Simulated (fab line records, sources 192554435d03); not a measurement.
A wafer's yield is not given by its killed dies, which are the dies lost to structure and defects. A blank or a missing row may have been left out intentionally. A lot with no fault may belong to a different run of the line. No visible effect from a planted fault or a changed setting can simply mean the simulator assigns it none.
Code-filled problem report in 8D (eight disciplines) form    flow n5Finfet    the parts of the form that need people (team, actions taken, sign-off) are left out

1. PROBLEM STATEMENT
At N5_DUMMY_GATE_COAT_28, spinSpeedRpm averages 1345.1 rpm over 9 wafers from 3 lots, while fault-free wafers read 1500.0 rpm, standard deviation 1. So: -99 or more standard deviations from the usual mean.
The step: time 60 s, resist thk 10 nm.
Seen first at day 4 17:40 on lithoTrack-02, wafer L377.1. The record holds 27 wafers of 9 lots with a number at this step. The rule behind "out" and "out of limits": a value lying over 4 standard deviations away from the usual mean. Any other wafer with a number is counted as sound.

2. WHAT IT IS, WHAT IT ISN'T
question                     is                      is not
which readings at this step  spinSpeedRpm            -
which lots                   L377, L378, L379        L375, L376, L389, L390, L391, L392
which wafers of those lots   all that have a number  -
read on which tools          lithoTrack-02           lithoTrack-01, lithoTrack-05
when                         from day 4 17:40        up to then (6 sound wafers); but 12 sound wafers of L389, L390, L391, L392 came after

3. THE SUSPECTS, EACH WITH WHAT RULES IT OUT
Counting: a tool stays on the suspect list if, at a process step up to the reading, it processed all lots that are out and no sound lot following the first of them.
- lithoTrack-02 at N5_DUMMY_GATE_COAT_28 (time 60 s, resist thk 10 nm): ruled out as a lasting fault. Sound lots L392 ran on it after its first lot that is out, L377 (day 4 17:40).
Left after counting: nothing in the record.

4. THE CAUSE (what the simulator had put in)
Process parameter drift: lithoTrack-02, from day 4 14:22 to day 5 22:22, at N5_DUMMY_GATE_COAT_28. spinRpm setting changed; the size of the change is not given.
Counting ruled it out, wrongly.

5. THE EFFECT CHAIN, in route order
Each row: a reading where the mean over the struck wafers with a number is more than 3 standard deviations away from the usual. Readings are gone through only where the record gives a usual standard deviation; hours: the median, over the lots, of the time from a lot's start at the first step in this table giving one to that lot's start at this step; sigmas: the change measured in usual standard deviations.
hours  step                   reading       usual       on struck wafers  change  sigmas
0      N5_DUMMY_GATE_COAT_28  spinSpeedRpm  1500.0 rpm  1345.1            -154.9  -99 or more
Process steps it contains:
- N5_DUMMY_GATE_COAT_28: time 60 s, resist thk 10 nm.
Later measuring or inspecting steps at which every struck wafer that the step has a row for has a number for every such reading, and none has moved that far: N5_BEOL_M4_RC_MEAS_101.

6. HOW IT WOULD HAVE BEEN CAUGHT EARLIER
In this record the first reading out of limits was taken at day 4 17:40, 3 hours after the fault began at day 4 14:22.
